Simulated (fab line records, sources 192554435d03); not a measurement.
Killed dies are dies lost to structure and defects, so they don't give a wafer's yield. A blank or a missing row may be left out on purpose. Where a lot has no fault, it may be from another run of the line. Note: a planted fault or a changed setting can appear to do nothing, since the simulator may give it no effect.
Split-lot study	flow n5 finfet	21 wafers read across 7 lots, on a route 1938 steps long

SPLIT DETAILS
At N5_BEOL_M2_DESCUM_33 (chemistry O2, time 7 s), the setting time s was moved away from the recipe's 7 s on 4 of the 21 wafers read, by +7.0% to +12.1%. All remaining wafers had this setting at the recipe value.

FROM THE SPLIT TO THE READING: what the file shows between them, 3 steps
- N5_BEOL_M2_ETCH_77: etches underlayer in N2/H2, target depth 6.5 nm, time 5.2 s
- N5_BEOL_M2_ETCH_69: etches SiARC in CF4, target depth 15.6 nm, time 26 s
- N5_BEOL_M2_ALD_98: deposits SiO2, target thk 2.5 nm, pulse time 1 s, co reactant pulse time 1 s

THE READING
CAR-EUV_of_BEOL_M2_COAT_22.thk nm (the simulator's own value, which no gauge read), in nm, at N5_BEOL_M2_ETCHBACK_99 (etches SiO2 in CHF3, target depth 5 nm, time 10.4 s). No usual value for it is given in the file. Here, 17 wafers ran the recipe; their average is 10.4 nm with a standard deviation of 0.097 nm.

wafer	tool, chamber at the split	time s as run, s	against the recipe	CAR-EUV_of_BEOL_M2_COAT_22.thk nm, nm	against lot-mates on the recipe
L075.2	rie diel-04, 0,2,3	7	recipe	10.4	-
L075.5	rie diel-04, 0,2,3	7	recipe	10.4	-
L075.4	rie diel-04, 0,2,3	7	recipe	10.2	-
L077.1	rie diel-02, 2	7	recipe	10.4	-
L077.5	rie diel-02, 2	7	recipe	10.4	-
L077.3	rie diel-02, 3	7.646	+9.2%	10	-0.4
L080.2	rie diel-01, 3,2,1	7	recipe	10.4	-
L080.5	rie diel-01, 3,2,1	7	recipe	10.4	-
L080.6	rie diel-01, 3,2,1	7	recipe	10.4	-
L085.2	rie diel-01, 0,1,3	7	recipe	10.4	-
L085.4	rie diel-01, 0,1,3	7	recipe	10.4	-
L085.3	rie diel-01, 0,1,3	7	recipe	10.6	-
L095.3	rie diel-01, 3,1,2	7	recipe	10.4	-
L095.4	rie diel-01, 3,1,2	7	recipe	10.4	-
L095.6	rie diel-01, 3,1,2	7	recipe	10.4	-
L096.1	rie diel-04, 2,0	7.489	+7.0%	10.2	-0.4
L096.3	rie diel-04, 3	7	recipe	10.6	-
L096.4	rie diel-04, 2,0	7.489	+7.0%	10	-0.6
L097.3	rie diel-01, 3,2	7	recipe	10.4	-
L097.4	rie diel-01, 3,2	7	recipe	10.2	-
L097.5	rie diel-01, 0	7.85	+12.1%	9.8	-0.5
The file does not say which wafer passed through which chamber wherever a row lists several chambers: such a row stands for several wafers.

FIT RESULTS
A straight line over all 21 wafers: CAR-EUV_of_BEOL_M2_COAT_22.thk nm changes by -0.0461 nm for each +1% of time s; r = -0.87; the points scatter about the line by 0.098 nm.
The same after taking each lot's own level away (the mean of its wafers on the recipe; 21 wafers): -0.0501 nm for each +1%; r = -0.90; scatter 0.09 nm.
According to that fit, moving time s by its largest amount changes the reading by 0.61 nm.
The lots' own levels span 10.30 to 10.60 nm, that is 3.1 times the standard deviation above.
The two slopes agree, so the slope changes little with the lot-to-lot level.
Check: for one of the wafers moved furthest among these (+12.1%), held out of the fit, the line's prediction against its lot-mates is -0.708 nm. It came out at -0.5 nm against them.

THE FILE'S OWN FIT
CAR-EUV_of_BEOL_M2_COAT_22.thk nm changes by -0.0471 nm for each +1% of time s, r = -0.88.
